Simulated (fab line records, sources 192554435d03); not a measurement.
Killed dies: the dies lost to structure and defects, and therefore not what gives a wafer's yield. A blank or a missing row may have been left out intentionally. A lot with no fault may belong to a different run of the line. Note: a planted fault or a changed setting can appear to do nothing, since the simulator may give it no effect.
fab line records    flow n5_finfet
record: lots: 11  wafers: 33  last_day: 20
route steps=1938 shown BEOL_M13@1703 BEOL_M14@1716 PASSIVATION@1936
lots untouched by any fault: they come from a run of this same line in which no faults occurred
start_h: the number of hours between the record's first day and the start of the first shown wafer of the lot    wait_h: hours since the lot's step before    " repeats the value in the row above    L1.1+2: several wafers, shown together as one row    - no value present, or no start provided    * or withheld: withheld    < > ~ a bound
route shown NAME@n: names a module that has steps shown in the file, with the first one's number in the route    usual: average and standard deviation across the fault-free wafers    same: alike in all rows    chamber/n: place in a boat    sites: the reading at each site    _std_site: how widely they spread, as a standard deviation    _edge_site: inner sites' mean taken away from outer sites' mean    radius_mm: how far each site lies from the wafer's centre    mask NAME#n: copy n    behind: tool/chamber where the wafer was last shaped    hold: why the lot went on hold/how many hours it stayed there/how the hold came to an end    device: the transistor (n, p or np) that didn't switch    end of line: the tests these same wafers got at the end of their route    a step given without rows: its recipe and nothing more    killed: dies lost to structure and defects at the first sort, not the wafer's yield    map: a wafer's dies, x killed, . not, _ none there
set.NAME: the run value of the setting; set.NAME@STEP: its run value at that earlier step    model.NAME: the simulator's own value behind a step, which no gauge read
the route's steps for a sample of lots (tables are steps, rows are wafers)
services: the hour from which a tool's chamber was out of use, counted from the record's first day as start_h (under 0 if before that day), plus the number of hours and why
== steps ==
step: N5_BEOL_M13_DEGAS_41
recipe: ambient: vacuum  temp_c: 250  time_s: 60
usual: heater_power_w: 343/30
lot.wafer  tool            chamber  start_h  wait_h  heater_power_w
L567.3     pvd_sputter-01  -        306.81   0.0     310
L567.4     "               -        "        "       328
L567.6     "               -        "        "       313
L568.1     pvd_sputter-02  -        316.47   0.3     305
L568.5     "               -        "        "       377
L568.6     "               -        "        "       320
L571.4     pvd_sputter-02  -        337.11   1.8     319
L571.5     "               -        "        "       369
L571.6     "               -        "        "       324
L576.2     pvd_sputter-03  -        364.92   0.3     339
L576.3     "               -        "        "       310
L576.6     "               -        "        "       308
L572.1     pvd_sputter-03  -        376.26   0.1     310
L572.5     "               -        "        "       336
L572.6     "               -        "        "       348
L577.1     pvd_sputter-03  -        396.27   0.3     354
L577.4     "               -        "        "       404
L577.5     "               -        "        "       339
L580.3     pvd_sputter-01  -        400.63   0.4     334
L580.4     "               -        "        "       350
L580.5     "               -        "        "       333
L581.3     pvd_sputter-03  -        415.44   0.4     339
L581.5     "               -        "        "       330
L581.6     "               -        "        "       356
L578.3     pvd_sputter-01  -        427.11   0.1     327
L578.4     "               -        "        "       335
L578.5     "               -        "        "       343
L589.3     pvd_sputter-03  -        451.69   0.2     309
L589.4     "               -        "        "       347
L589.6     "               -        "        "       337
L588.3     pvd_sputter-03  -        452.37   0.3     301
L588.4     "               -        "        "       396
L588.5     "               -        "        "       344
step: N5_BEOL_M14_ILD_DEP_00
recipe: material: SiO2  target_thk_a: 11193  temp_c: 400  precursor: TEOS/O2  pressure_torr: 6.5  rf_w: 900  teos_flow_sccm: 161.4  gas: O2  flow_sccm: 2650  time_s: 237.4
usual: heater_power_outer_w: 373/65  heater_power_w: 653/95  showerhead_plenum_p_Torr: 8.33/0.045  throttle_valve_pct: 17.7/0.6
lot.wafer  tool      chamber  start_h  wait_h  heater_power_outer_w  heater_power_w  showerhead_plenum_p_Torr  throttle_valve_pct
L567.3     pecvd-03  1        308.40   0.0     405                   683             8.35                      18.7
L567.4     "         0        "        "       446                   735             8.37                      19.2
L567.6     "         1        "        "       293                   539             8.35                      18.6
L568.1     pecvd-02  2        317.77   0.0     300                   571             8.37                      16.8
L568.5     "         0        "        "       323                   545             8.32                      17.3
L568.6     "         1        "        "       391                   715             8.36                      18.4
L571.4     pecvd-03  2        338.49   0.1     260                   505             8.24                      18.4
L571.5     "         1        "        "       290                   527             8.33                      18.7
L571.6     "         2        "        "       323                   580             8.27                      18.2
L576.2     pecvd-01  2        366.22   0.0     302                   565             8.26                      17.4
L576.3     "         1        "        "       470                   784             8.34                      16.9
L576.6     "         1        "        "       361                   616             8.35                      17.3
L572.1     pecvd-01  0        377.57   0.0     445                   745             8.37                      17.7
L572.5     "         1        "        "       415                   687             8.35                      17.4
L572.6     "         0        "        "       354                   637             8.35                      17.7
L577.1     pecvd-01  1        397.79   0.0     425                   713             8.35                      17.4
L577.4     "         1        "        "       459                   801             8.35                      17.3
L577.5     "         2        "        "       322                   594             8.27                      17.7
L580.3     pecvd-01  0        402.16   0.0     411                   704             8.35                      17.4
L580.4     "         2        "        "       250                   492             8.25                      17.2
L580.5     "         0        "        "       454                   775             8.35                      17.5
L581.3     pecvd-03  2        416.96   0.0     350                   618             8.25                      18.8
L581.5     "         2        "        "       385                   660             8.25                      18.7
L581.6     "         1        "        "       273                   544             8.33                      17.7
L578.3     pecvd-01  2        428.96   0.0     265                   506             8.27                      16.8
L578.4     "         2        "        "       315                   599             8.26                      17.1
L578.5     "         1        "        "       446                   726             8.34                      17.1
L589.3     pecvd-02  1        453.11   0.0     368                   692             8.37                      18.3
L589.4     "         1        "        "       409                   773             8.36                      18.4
L589.6     "         0        "        "       271                   459             8.32                      17.4
L588.3     pecvd-01  1        453.68   0.0     360                   649             8.35                      17.4
L588.4     "         1        "        "       431                   695             8.35                      17.3
L588.5     "         0        "        "       468                   784             8.34                      17.7
step: N5_BEOL_M14_PEB_08
recipe: peb_temp_c: 130  peb_time_s: 90
usual: heater_power_total_W: 172.4/0.81  plate_temp_C: 130.01/0.12
lot.wafer  tool            chamber  start_h  wait_h  heater_power_total_W  plate_temp_C
L567.3     litho_track-03  0        308.78   0.0     173.2                 130.17
L567.4     "               0        "        "       172.6                 130.02
L567.6     "               0        "        "       172.4                 129.99
L568.1     litho_track-04  0        318.28   0.1     173.1                 129.49
L568.5     "               0        "        "       173.9                 130.16
L568.6     "               0        "        "       173.2                 129.80
L571.4     litho_track-02  0        338.88   0.0     173.1                 130.07
L571.5     "               0        "        "       170.8                 129.98
L571.6     "               0        "        "       172.1                 130.16
L576.2     litho_track-02  0        366.73   0.0     174.0                 129.90
L576.3     "               0        "        "       172.9                 129.89
L576.6     "               0        "        "       172.2                 129.94
L572.1     litho_track-03  0        378.16   0.1     172.1                 129.79
L572.5     "               0        "        "       173.0                 130.15
L572.6     "               0        "        "       171.9                 130.00
L577.1     litho_track-04  0        398.17   0.1     172.8                 130.04
L577.4     "               0        "        "       173.1                 129.99
L577.5     "               0        "        "       170.8                 130.00
L580.3     litho_track-04  0        402.55   0.0     178.8                 134.26
L580.4     "               0        "        "       180.2                 134.30
L580.5     "               0        "        "       180.1                 134.37
L581.3     litho_track-04  0        417.47   0.0     181.8                 134.36
L581.5     "               0        "        "       180.4                 134.32
L581.6     "               0        "        "       179.8                 134.31
L578.3     litho_track-03  0        429.47   0.0     172.5                 129.93
L578.4     "               0        "        "       171.1                 129.81
L578.5     "               0        "        "       173.4                 129.96
L589.3     litho_track-02  0        453.62   0.0     172.3                 130.02
L589.4     "               0        "        "       172.4                 130.17
L589.6     "               0        "        "       173.6                 130.20
L588.3     litho_track-02  0        454.18   0.0     172.3                 129.87
L588.4     "               0        "        "       172.6                 129.90
L588.5     "               0        "        "       172.7                 130.03
step: N5_BEOL_M14_CD_MEAS_10
recipe: target_cd_nm: 250  landing_energy_ev: 500  detector: se_inlens  polarity: opening
usual: cd_nm: 249.6/1.6
same: landing_energy_ev: 500
lot.wafer  tool       chamber  start_h  wait_h  cd_nm
L567.3     cd_sem-02  0        308.90   -       252.1
L567.4     "          0        "        "       249.7
L567.6     "          0        "        "       252.5
L568.1     cd_sem-03  0        318.39   -       249.7
L568.5     "          0        "        "       248.1
L568.6     "          0        "        "       249.6
L571.4     cd_sem-02  0        338.99   -       248.0
L571.5     "          0        "        "       249.2
L571.6     "          0        "        "       249.3
L576.2     cd_sem-01  0        366.85   -       247.3
L576.3     "          0        "        "       249.8
L576.6     "          0        "        "       250.3
L572.1     cd_sem-03  0        378.27   -       249.1
L572.5     "          0        "        "       249.6
L572.6     "          0        "        "       249.8
L577.1     cd_sem-01  0        398.29   -       253.3
L577.4     "          0        "        "       248.8
L577.5     "          0        "        "       253.1
L580.3     cd_sem-01  0        402.66   -       265.0
L580.4     "          0        "        "       261.8
L580.5     "          0        "        "       266.3
L581.3     cd_sem-02  0        417.58   -       264.3
L581.5     "          0        "        "       269.6
L581.6     "          0        "        "       266.2
L578.3     cd_sem-01  0        429.59   -       249.7
L578.4     "          0        "        "       249.2
L578.5     "          0        "        "       251.7
L589.3     cd_sem-03  0        453.73   -       251.7
L589.4     "          0        "        "       252.3
L589.6     "          0        "        "       249.1
L588.3     cd_sem-01  0        454.30   -       250.6
L588.4     "          0        "        "       250.4
L588.5     "          0        "        "       249.9
step: N5_BEOL_M14_INSPECT_12
recipe: mode: adi  inspect_instrument: macro
usual: raw_defect_count: 2.1/1.4
lot.wafer  tool               chamber  start_h  wait_h  raw_defect_count
L567.3     defect_inspect-01  -        308.95   0.0     3
L567.4     "                  -        "        "       2
L567.6     "                  -        "        "       2
L568.1     defect_inspect-02  -        318.45   0.0     2
L568.5     "                  -        "        "       1
L568.6     "                  -        "        "       4
L571.4     defect_inspect-01  -        339.07   0.0     1
L571.5     "                  -        "        "       0
L571.6     "                  -        "        "       3
L576.2     defect_inspect-02  -        366.90   0.0     1
L576.3     "                  -        "        "       6
L576.6     "                  -        "        "       2
L572.1     defect_inspect-02  -        378.33   0.0     0
L572.5     "                  -        "        "       1
L572.6     "                  -        "        "       3
L577.1     defect_inspect-02  -        398.34   0.0     4
L577.4     "                  -        "        "       1
L577.5     "                  -        "        "       4
L580.3     defect_inspect-02  -        402.73   0.0     2
L580.4     "                  -        "        "       3
L580.5     "                  -        "        "       2
L581.3     defect_inspect-01  -        417.67   0.0     4
L581.5     "                  -        "        "       2
L581.6     "                  -        "        "       1
L578.3     defect_inspect-02  -        429.64   0.0     2
L578.4     "                  -        "        "       1
L578.5     "                  -        "        "       2
L589.3     defect_inspect-01  -        453.79   0.0     2
L589.4     "                  -        "        "       3
L589.6     "                  -        "        "       1
L588.3     defect_inspect-01  -        454.36   0.0     1
L588.4     "                  -        "        "       0
L588.5     "                  -        "        "       2
step: N5_PASSIVATION_PROBE_49
usual: defect_limited_yield: 91.2/1.6  killed_at_M0_to_M3: 33/11  killed_at_M4_up: 14/5  killed_at_contacts: 12/5.8  killed_at_front_end: 41/12  killed_at_other: 3.5/2.9  killed_dies: 104/19  killed_open: 68/14  killed_short: 34/8.8  sort_bin_4_leakage: 0.00/0.017  sort_bin_5_function: 5.2/1.1  sort_bin_6_memory: 3.2/0.71  sort_bin_8_speed: 0.00/0.0071  sort_n_pass: 1076/19  sort_yield_pct: 91.2/1.6
same: gross_dies: 1180  killed_at_back_side: 0
lot.wafer  tool       chamber  start_h  wait_h  defect_limited_yield[%]  killed_at_M0_to_M3  killed_at_M4_up  killed_at_contacts  killed_at_front_end  killed_at_other  killed_dies  killed_open  killed_short  sort_bin_4_leakage[%]  sort_bin_5_function[%]  sort_bin_6_memory[%]  sort_bin_8_speed[%]  sort_n_pass  sort_yield_pct[%]
L577.1     prober-01  -        423.00   0.0     91.8                     34                  12               1                   49                   1                97           50           41            0                      4.4                     3.1                   0                    1083         91.8
L577.4     prober-01  -        423.15   0.2     92.2                     20                  19               10                  43                   0                92           51           37            0                      4.4                     3.0                   0                    1088         92.2
L577.5     prober-01  -        423.20   0.2     92.3                     37                  16               5                   28                   5                91           58           33            0                      5.0                     2.4                   0                    1089         92.3
L580.3     prober-02  -        425.06   0.1     88.1                     47                  21               13                  54                   5                140          109          30            0                      6.4                     5.2                   0                    1040         88.1
L580.4     prober-02  -        425.11   0.2     91.8                     30                  15               3                   39                   10               97           58           35            0                      5.3                     2.4                   0                    1083         91.8
L580.5     prober-02  -        425.16   0.2     90.4                     51                  17               9                   34                   2                113          74           39            0                      5.7                     3.1                   0                    1067         90.4
killed by level:class
L577.1 FIN_SAQP:geometric_particle:short=15 BEOL_M0_SAQP:geometric_particle:short=9 BEOL_M2:geometric_particle:open=9 FIN_SAQP:geometric_particle:open=7 GATE_CUT:geometric_particle:short=5 BEOL_M0_SAQP:geometric_particle:open=5 BEOL_M4:geometric_particle:open=5 STI_FIN_REVEAL:geometric_particle:open=4
L577.4 FIN_SAQP:geometric_particle:short=13 FIN_SAQP:geometric_particle:open=12 MOL_CONTACT_COAG:geometric_particle:open=7 BEOL_M4:geometric_particle:open=7 BEOL_M0_SAQP:geometric_particle:open=4 STI_FIN_REVEAL:geometric_particle:open=3 DUMMY_GATE:geometric_particle:short=3 DUMMY_GATE:geometric_particle:open=3
L577.5 FIN_SAQP:geometric_particle:open=12 BEOL_M0_SAQP:geometric_particle:open=8 BEOL_M3:geometric_particle:open=8 BEOL_M0_SAQP:geometric_particle:short=7 BEOL_M4:geometric_particle:short=6 BEOL_M4:geometric_particle:open=5 BEOL_M1:geometric_particle:open=5 MOL_CONTACT_COAG:geometric_particle:open=4
L580.3 FIN_SAQP:geometric_particle:open=17 BEOL_M2:geometric_particle:open=14 STI_FIN_REVEAL:geometric_particle:open=12 MOL_CONTACT_COAG:geometric_particle:open=12 BEOL_M1:geometric_particle:open=11 BEOL_M0_SAQP:geometric_particle:open=10 BEOL_M4:geometric_particle:open=7 STARTING-WAFER:geometric_particle:open=5
L580.4 FIN_SAQP:geometric_particle:open=9 BEOL_M1:geometric_particle:open=7 BEOL_M3:geometric_particle:open=7 STI_FIN_REVEAL:geometric_particle:open=6 BEOL_M4:geometric_particle:open=5 FIN_SAQP:geometric_particle:short=4 BEOL_M3:geometric_particle:short=4 HKMG_FIN:area_etch=4
L580.5 BEOL_M0_SAQP:geometric_particle:short=14 BEOL_M2:geometric_particle:open=10 BEOL_M0_SAQP:geometric_particle:open=9 MOL_CONTACT_COAG:geometric_particle:open=8 BEOL_M4:geometric_particle:open=8 BEOL_M3:geometric_particle:open=7 FIN_SAQP:geometric_particle:open=6 STI_FIN_REVEAL:geometric_particle:open=6
== services ==
tool            chamber  start_h  hours  kind
pecvd-03        2        289.21   5.5    scheduled_down
pecvd-03        -        289.91   1.7    repair
litho_track-02  -        306.44   -      consumable_replace:filter
pecvd-01        1        307.10   5.5    scheduled_down
pecvd-02        -        311.91   1.3    repair
pecvd-01        2        312.56   2.1    scheduled_down
pecvd-01        -        316.05   2.9    repair
pvd_sputter-02  -        325.03   0.5    repair
pecvd-03        0        336.98   2.1    scheduled_down
pvd_sputter-02  -        345.96   8.9    repair
pecvd-03        -        352.76   14.6   pm
pecvd-01        2        375.87   5.5    scheduled_down
pecvd-03        1        383.62   -      clean
pecvd-03        1        383.62   -      consumable_replace:showerhead
pecvd-03        1        383.62   29.0   scheduled_down
pecvd-03        1        383.62   29.0   vent_cycle
pecvd-02        -        383.77   14.6   pm
pvd_sputter-03  -        388.30   6.5    repair
pecvd-01        0        417.67   5.5    scheduled_down
pvd_sputter-03  -        424.16   2.9    repair
pvd_sputter-03  -        442.26   2.5    repair
pvd_sputter-01  -        444.36   2.9    repair
== key ==
first_sign: step: N5_BEOL_M14_PEB_08  reading: plate_temp_C  direction: up  sigmas: 35  usual: *  struck: *
effect: step: N5_BEOL_M14_PEB_08  reading: heater_power_total_W  direction: up  sigmas: 9.5  usual: *  struck: *
effect: step: N5_BEOL_M14_CD_MEAS_10  reading: cd_nm  direction: up  sigmas: 9.9  usual: 249.6  struck: 265.5
met_at N5_BEOL_M14_PEB_08
struck_lots L580,L581
not_acting_at N5_BEOL_M13_DEGAS_41,N5_BEOL_M14_ILD_DEP_00,N5_BEOL_M14_INSPECT_12
onset_between 398.17 402.55
fault: kind: process_parameter_drift  tool: litho_track-04  chamber: -  onset_h: 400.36  steps: N5_BEOL_M14_PEB_08  channel: peb_temp_c  offset: *  shape: step  end_h: 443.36  acts_in: *  stated: *
